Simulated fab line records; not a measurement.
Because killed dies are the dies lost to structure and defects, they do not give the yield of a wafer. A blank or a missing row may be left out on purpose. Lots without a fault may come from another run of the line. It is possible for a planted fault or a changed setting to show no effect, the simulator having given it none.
fab line records	flow nand_harc
record: lots: 11	wafers: 31	last_day: 33
route steps=1302 shown A_ONON_D1@447 A_CHANNEL_HOLE_D1@466 END@1302
lots untouched by any fault: they come from a run of this same line in which no faults occurred
start_h: hours from the record's opening day to when the first of the lot's shown wafers began	wait_h: hours elapsed since this lot's preceding step	" same as the row above	L1.1+2: one row covering several wafers at once	- value missing, or start not given	* or withheld: withheld	< > ~ a bound
route shown NAME@n: a module of which the file shows steps, and the number in the route of the first	usual: mean and standard deviation over wafers with no fault	same: alike in all rows	chamber/n: place in a boat	sites: readings site by site	_std_site: how widely they spread, as a standard deviation	_edge_site: inner sites' mean taken away from outer sites' mean	radius_mm: how far each site lies from the wafer's centre	mask NAME#n: copy n	behind: the last tool/chamber to shape the wafer	hold: the reason the lot was held/the length of the hold in hours/how it ended	device: the transistor (n, p or np) that didn't switch	end of line: the route-end tests of the same wafers	step lacking rows: just its recipe	killed: count of dies lost to structure and defects at first sort (not the wafer's yield)	map: a wafer's dies, x killed, . not, _ none there
set.NAME: the setting that was run; set.NAME@STEP: the one run at that earlier step	model.NAME: the simulator's own value behind a step, which no gauge read
a sample of lots followed through the steps of the route, with each step as a table and each wafer as a row
services: a tool's chamber out of use, with start hour (start_h, from the record's first day; less than 0 if before it), hours out, and reason
== steps ==
step: NHARC_A_ONON_D1_THK_MEAS_34
recipe: thk_meas_gauge: ellipsometry
usual: thk_nm: 199.9/2.6
lot.wafer	tool	chamber	start_h	wait_h	thk_nm
L542.1	film_metro-02	-	181.79	-	198.6
L542.4	"	-	"	"	202.7
L542.6	"	-	"	"	198.2
L541.1	film_metro-01	-	181.80	0.5	197.8
L541.2	"	-	"	"	200.0
L541.5	"	-	"	"	200.3
L543.2	film_metro-01	-	193.68	-	200.9
L543.3	"	-	"	"	199.2
L543.4	"	-	"	"	201.5
L544.1	film_metro-01	-	203.86	-	200.2
L544.2	"	-	"	"	197.4
L544.3	"	-	"	"	196.4
L553.4	film_metro-01	-	295.14	-	199.8
L558.1	film_metro-01	-	341.94	-	198.6
L558.2	"	-	"	"	196.2
L558.3	"	-	"	"	198.6
L560.4	film_metro-02	-	362.76	-	201.9
L560.5	"	-	"	"	199.6
L560.6	"	-	"	"	201.0
L561.1	film_metro-01	-	374.27	-	197.3
L561.3	"	-	"	"	198.6
L561.6	"	-	"	"	204.8
L562.3	film_metro-01	-	378.10	-	200.6
L562.4	"	-	"	"	203.2
L562.5	"	-	"	"	202.9
L563.1	film_metro-01	-	390.63	-	197.8
L563.4	"	-	"	"	200.6
L563.6	"	-	"	"	199.7
L564.3	film_metro-02	-	403.49	-	193.5
L564.4	"	-	"	"	197.6
L564.6	"	-	"	"	203.9
step: NHARC_A_CHANNEL_HOLE_D1_ETCH_38
recipe: target_depth_a: 390	over_etch_frac: 0.3	time_s: 65	ion_energy_ev: 80	cf4_flow_sccm: 150	ar_flow_sccm: 0	rf_w: 300	bias_w: 100	chemistry: CF4
usual: drypump_motor_current_A: 5.7/0.49	oes_product_au: 1.002/0.0075	rf_vpp_V: 151.1/1.1	showerhead_plenum_p_Torr: 1.76/0.053	throttle_valve_pct: 13.282/0.0092
lot.wafer	tool	chamber	start_h	wait_h	drypump_motor_current_A	oes_product_au	rf_hours_counter_h	rf_vpp_V	showerhead_plenum_p_Torr	throttle_valve_pct
L542.1	rie_diel-08	3	184.81	0.1	5.7	0.982	13	152.2	1.83	13.269
L542.4	"	1	"	"	6.5	1.007	13	149.4	1.71	13.284
L542.6	"	3	"	"	5.7	0.991	-	152.7	1.83	13.289
L541.1	rie_diel-08	1	185.63	0.4	6.5	1.004	13	149.8	1.71	13.285
L541.2	"	0	"	"	5.0	1.002	12	151.1	1.73	13.280
L541.5	"	1	"	"	6.5	1.007	-	151.8	1.71	13.280
L543.2	rie_diel-09	3	197.00	0.1	5.6	0.996	12	152.4	1.83	13.278
L543.4	"	0	"	"	5.2	0.989	14	151.5	1.76	13.291
L543.3	"	2	"	"	5.2	0.990	10	150.5	1.74	13.279
L544.3	rie_diel-09	2	213.43	0.1	5.2	0.989	14	151.4	1.73	13.295
L544.1	"	3	"	"	5.6	1.007	16	152.6	1.82	13.279
L544.2	"	0	"	"	5.2	1.010	18	153.0	1.76	13.287
L553.4	rie_diel-08	2	300.05	0.1	5.9	0.994	8	151.6	1.74	13.277
L558.2	rie_diel-03	3	345.73	0.1	5.9	1.003	17	153.0	1.84	13.291
L558.3	"	1	"	"	5.7	1.000	17	149.3	1.70	13.277
L558.1	"	2	"	"	5.3	1.001	15	155.0	1.85	13.272
L560.4	rie_diel-09	0	365.82	0.1	5.2	1.005	15	150.2	1.74	13.274
L560.5	"	1	"	"	6.0	0.992	-	151.7	1.84	13.266
L560.6	"	2	"	"	5.2	1.002	-	151.9	1.72	13.281
L561.3	rie_diel-08	1	377.35	0.1	6.5	0.999	0	150.4	1.70	13.298
L561.1	"	2	"	"	5.9	1.007	0	151.3	1.74	13.280
L561.6	"	1	"	"	6.5	1.001	-	151.2	1.70	13.279
L562.4	rie_diel-09	3	388.95	0.1	5.6	1.005	17	151.7	1.81	13.276
L562.3	"	1	"	"	6.0	1.011	15	151.8	1.84	13.278
L562.5	"	2	"	"	5.2	1.014	-	150.9	1.72	13.297
L563.4	rie_diel-08	0	393.66	0.1	5.1	1.001	1	150.5	1.72	13.285
L563.1	"	2	"	"	5.9	1.002	1	151.0	1.74	13.295
L563.6	"	0	"	"	5.1	1.005	-	150.2	1.72	13.282
L564.3	rie_diel-09	2	410.65	0.5	5.2	1.001	26	150.5	1.72	13.291
L564.4	"	3	"	"	5.6	1.009	25	153.4	1.81	13.279
L564.6	"	2	"	"	5.2	1.013	-	150.8	1.72	13.301
step: NHARC_A_CHANNEL_HOLE_D1_ETCH_34
recipe: target_depth_a: 1540	time_s: 77	cf4_flow_sccm: 100	chf3_flow_sccm: 30	ar_flow_sccm: 0	rf_w: 500	bias_w: 200	chemistry: CF4/CHF3
usual: drypump_motor_current_A: 5.7/0.46	oes_product_au: 0.945/0.021	rf_vpp_V: 370.5/1.8	showerhead_plenum_p_Torr: 1.57/0.048	throttle_valve_pct: 16.803/0.0099
lot.wafer	tool	chamber	start_h	wait_h	drypump_motor_current_A	oes_product_au	rf_hours_counter_h	rf_vpp_V	showerhead_plenum_p_Torr	throttle_valve_pct
L542.1	rie_diel-08	1	185.16	-	6.5	0.932	13	367.7	1.52	16.807
L542.4	"	2	"	"	6.0	0.922	10	369.5	1.55	16.807
L542.6	"	1	"	"	6.5	0.926	-	368.4	1.52	16.802
L541.2	rie_diel-08	2	185.99	-	5.9	0.925	11	368.7	1.55	16.802
L541.1	"	3	"	"	5.7	0.921	13	372.2	1.63	16.801
L541.5	"	0	"	"	5.1	0.922	-	369.8	1.54	16.820
L543.2	rie_diel-09	2	197.44	-	5.2	0.954	11	371.3	1.54	16.814
L543.4	"	0	"	"	5.2	0.959	14	370.6	1.56	16.800
L543.3	"	1	"	"	6.0	0.938	11	373.9	1.65	16.804
L544.1	rie_diel-09	0	213.77	-	5.2	0.989	18	370.4	1.56	16.791
L544.2	"	2	"	"	5.2	0.952	14	369.5	1.54	16.813
L544.3	"	3	"	"	5.6	0.966	16	372.0	1.62	16.778
L553.4	rie_diel-08	0	300.39	-	5.1	0.928	8	368.0	1.53	16.810
L558.3	rie_diel-03	2	346.08	-	5.4	0.924	15	372.7	1.64	16.816
L558.1	"	3	"	"	5.9	0.922	17	373.0	1.64	16.797
L558.2	"	0	"	"	5.9	0.950	18	367.6	1.49	16.806
L560.4	rie_diel-09	2	366.15	-	5.2	0.982	13	369.3	1.53	16.808
L560.5	"	2	"	"	5.2	0.973	-	370.1	1.53	16.817
L560.6	"	3	"	"	5.6	0.974	-	372.6	1.61	16.808
L561.1	rie_diel-08	1	377.69	-	6.5	0.965	0	370.2	1.51	16.781
L561.3	"	3	"	"	5.7	0.979	0	371.7	1.62	16.787
L561.6	"	1	"	"	6.5	0.961	-	366.9	1.52	16.814
L562.4	rie_diel-09	0	389.29	-	5.2	0.975	19	368.4	1.55	16.810
L562.3	"	1	"	"	6.0	0.977	15	373.8	1.63	16.797
L562.5	"	3	"	"	5.7	0.957	-	371.9	1.61	16.821
L563.1	rie_diel-08	3	394.01	-	5.7	0.962	1	373.6	1.62	16.808
L563.4	"	0	"	"	5.1	0.987	1	369.6	1.53	16.812
L563.6	"	2	"	"	5.9	0.963	-	371.3	1.55	16.788
L564.3	rie_diel-09	2	410.99	-	5.2	0.943	26	371.0	1.53	16.791
L564.4	"	3	"	"	5.6	0.937	25	371.7	1.61	16.803
L564.6	"	1	"	"	6.0	0.931	-	372.4	1.63	16.832
step: NHARC_A_CHANNEL_HOLE_D1_ETCH_44
recipe: target_depth_a: 1400	overetch_a: 140	time_s: 77	ion_energy_ev: 100	cf4_flow_sccm: 80	o2_flow_sccm: 20	ar_flow_sccm: 0	rf_w: 300	bias_w: 100	chemistry: CF4/O2
usual: drypump_motor_current_A: 5.7/0.44	oes_product_au: 1.003/0.0074	rf_vpp_V: 197.8/1.3	showerhead_plenum_p_Torr: 1.33/0.046	throttle_valve_pct: 13.397/0.009
lot.wafer	tool	chamber	start_h	wait_h	drypump_motor_current_A	oes_product_au	rf_hours_counter_h	rf_vpp_V	showerhead_plenum_p_Torr	throttle_valve_pct
L542.1	rie_diel-09	2	191.68	0.0	5.2	1.006	9	198.2	1.31	13.411
L542.4	"	3	"	"	5.6	1.009	11	199.4	1.38	13.390
L542.6	"	3	"	"	5.6	1.019	-	199.1	1.38	13.399
L541.1	rie_diel-09	0	192.33	0.1	5.2	1.002	13	197.5	1.33	13.395
L541.2	"	1	"	"	6.0	0.990	10	199.6	1.40	13.406
L541.5	"	3	"	"	5.6	0.999	-	196.4	1.38	13.410
L543.2	rie_diel-08	2	202.94	0.1	6.0	1.002	0	198.3	1.32	13.385
L543.3	"	3	"	"	5.7	1.003	0	199.7	1.38	13.396
L543.4	"	0	"	"	5.1	0.998	0	197.8	1.30	13.404
L544.1	rie_diel-08	0	221.97	0.1	5.0	1.001	2	195.9	1.30	13.384
L544.2	"	1	"	"	6.5	1.001	2	197.9	1.29	13.402
L544.3	"	2	"	"	5.9	0.991	2	196.4	1.32	13.386
L553.4	rie_diel-08	1	305.87	0.1	6.5	0.997	10	196.2	1.29	13.409
L558.1	rie_diel-08	2	361.22	0.0	5.9	1.019	14	196.6	1.31	13.391
L558.3	"	3	"	"	5.7	1.010	14	198.4	1.38	13.402
L558.2	"	0	"	"	5.1	1.021	14	195.8	1.30	13.395
L560.4	rie_diel-03	1	372.09	0.2	5.7	1.004	-	196.5	1.28	13.390
L560.5	"	0	"	"	5.9	0.995	-	195.0	1.26	13.394
L560.6	"	1	"	"	5.7	1.003	-	196.0	1.28	13.394
L561.3	rie_diel-03	1	383.23	0.1	5.7	1.000	28	197.1	1.28	13.387
L561.1	"	2	"	"	5.4	0.997	22	198.6	1.39	13.409
L561.6	"	2	"	"	5.4	1.008	-	200.1	1.39	13.401
L562.3	rie_diel-08	3	396.95	0.1	5.7	1.002	1	198.9	1.38	13.389
L562.4	"	1	"	"	6.5	0.987	1	197.6	1.28	13.402
L562.5	"	3	"	"	5.7	1.001	-	199.2	1.38	13.393
L563.1	rie_diel-08	0	402.36	0.1	5.0	1.009	1	197.7	1.30	13.411
L563.4	"	1	"	"	6.5	0.992	1	197.5	1.28	13.401
L563.6	"	2	"	"	5.9	1.010	-	198.9	1.31	13.413
L564.4	rie_diel-08	2	416.48	0.1	5.9	1.002	3	198.3	1.31	13.399
L564.3	"	0	"	"	5.1	1.016	3	197.1	1.30	13.378
L564.6	"	2	"	"	5.9	0.996	-	197.3	1.31	13.394
step: NHARC_A_CHANNEL_HOLE_D1_INSPECT_40
usual: raw_defect_count: 69/23
lot.wafer	tool	chamber	start_h	wait_h	hold	raw_defect_count
L542.1	defect_inspect-01	-	192.68	-	-	108
L542.4	"	-	"	"	-	92
L542.6	"	-	"	"	-	110
L541.1	defect_inspect-01	-	193.31	-	-	54
L541.2	"	-	"	"	-	25
L541.5	"	-	"	"	-	37
L543.2	defect_inspect-01	-	203.92	-	-	44
L543.3	"	-	"	"	-	61
L543.4	"	-	"	"	-	52
L544.1	defect_inspect-01	-	222.98	-	-	39
L544.2	"	-	"	"	-	52
L544.3	"	-	"	"	-	38
L553.4	defect_inspect-02	-	306.84	-	await_dispo/0.2h/release	391
L553.4	defect_inspect-02	-	307.01	0.2	-	389
L558.1	defect_inspect-02	-	362.20	-	-	90
L558.2	"	-	"	"	-	80
L558.3	"	-	"	"	-	77
L560.4	defect_inspect-01	-	373.40	-	-	83
L560.5	"	-	"	"	-	110
L560.6	"	-	"	"	-	70
L561.1	defect_inspect-02	-	384.23	-	-	55
L561.3	"	-	"	"	-	67
L561.6	"	-	"	"	-	65
L562.3	defect_inspect-02	-	397.94	-	-	60
L562.4	"	-	"	"	-	69
L562.5	"	-	"	"	-	62
L563.1	defect_inspect-01	-	403.34	-	-	86
L563.4	"	-	"	"	-	62
L563.6	"	-	"	"	-	38
L564.3	defect_inspect-02	-	417.48	-	-	60
L564.4	"	-	"	"	-	70
L564.6	"	-	"	"	-	63
step: NHARC_END_SORT_01
recipe: temp_c: 25
usual: killed_at_array: 57/20	killed_at_other: 1.3/1.4	killed_at_periphery: 3.4/2.4	killed_dies: 61/19	killed_open: 2.9/1.8	killed_short: 2.5/1.6
same: gross_dies: 677
lot.wafer	tool	chamber	start_h	wait_h	killed_at_array	killed_at_other	killed_at_periphery	killed_dies	killed_open	killed_short
L553.4	prober-01	0	693.08	3.4	130	3	5	138	1	0
killed by level:class
L553.4 A_CHANNEL_HOLE_D1:unspecified=77 A_SLIT:chamber_film_flake=33 A_CHANNEL_HOLE_D1:chamber_film_flake=9 A_STAIRCASE:chamber_film_flake=4 A_CONTACT:chamber_film_flake=4 P_GATE:chamber_film_flake=3 THIN_TSV:chamber_film_flake=3 P_M2:chamber_film_flake=2
== services ==
tool	chamber	start_h	hours	kind
rie_diel-03	2	162.43	8.3	repair
rie_diel-09	1	163.70	5.1	repair
rie_diel-08	0	169.80	-	clean
rie_diel-08	1	169.80	-	clean
rie_diel-08	-	190.80	9.0	pm
rie_diel-03	-	210.27	0.7	repair
rie_diel-09	-	246.98	0.6	repair
rie_diel-03	3	255.45	1.2	repair
rie_diel-09	2	267.48	1.5	repair
rie_diel-09	-	271.26	0.3	repair
rie_diel-08	0	276.23	10.9	repair
rie_diel-03	-	282.37	9.0	pm
rie_diel-03	-	292.59	0.1	repair
rie_diel-09	3	302.68	8.3	repair
rie_diel-09	-	325.77	9.0	pm
rie_diel-08	2	346.67	1.5	repair
rie_diel-09	1	355.22	3.2	repair
rie_diel-08	-	367.80	9.0	pm
rie_diel-03	2	369.93	12.0	repair
rie_diel-03	3	370.39	2.1	repair
rie_diel-09	-	387.69	0.7	repair
rie_diel-03	-	395.41	1.0	repair
rie_diel-03	1	403.32	2.8	repair
rie_diel-03	3	408.20	4.4	repair
== key ==
first_sign: step: NHARC_A_CHANNEL_HOLE_D1_INSPECT_40	reading: visit	direction: added
effect: step: NHARC_A_CHANNEL_HOLE_D1_INSPECT_40	reading: raw_defect_count	direction: up	sigmas: 14	usual: 69	struck: 391
effect: step: NHARC_END_SORT_01	reading: killed_dies	direction: up	sigmas: 4	usual: 61	struck: 138
more_kills_born_at: NHARC_A_CHANNEL_HOLE_D1_ETCH_34@rie_diel-08: 77
met_at NHARC_A_CHANNEL_HOLE_D1_ETCH_34
struck_lots L553
struck_wafers L553.4
tester_left_out L553
not_acting_at NHARC_A_ONON_D1_THK_MEAS_34,NHARC_A_CHANNEL_HOLE_D1_ETCH_38,NHARC_A_CHANNEL_HOLE_D1_ETCH_44
onset_between 185.99 300.39
fault: kind: chamber_particle_source	tool: rie_diel-08	chamber: 0	onset_h: 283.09	steps: NHARC_A_CHANNEL_HOLE_D1_ETCH_34	rate_per_visit_cm2: 0.53275	end_h: 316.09
tester_left_out: of these lots the tester's yield and bins aren't shown, on N5 and GAA mostly nor the transistor test; their killed dies are dies lost to structure and defects alone, not to doping, threshold or leakage, so they don't give the yield
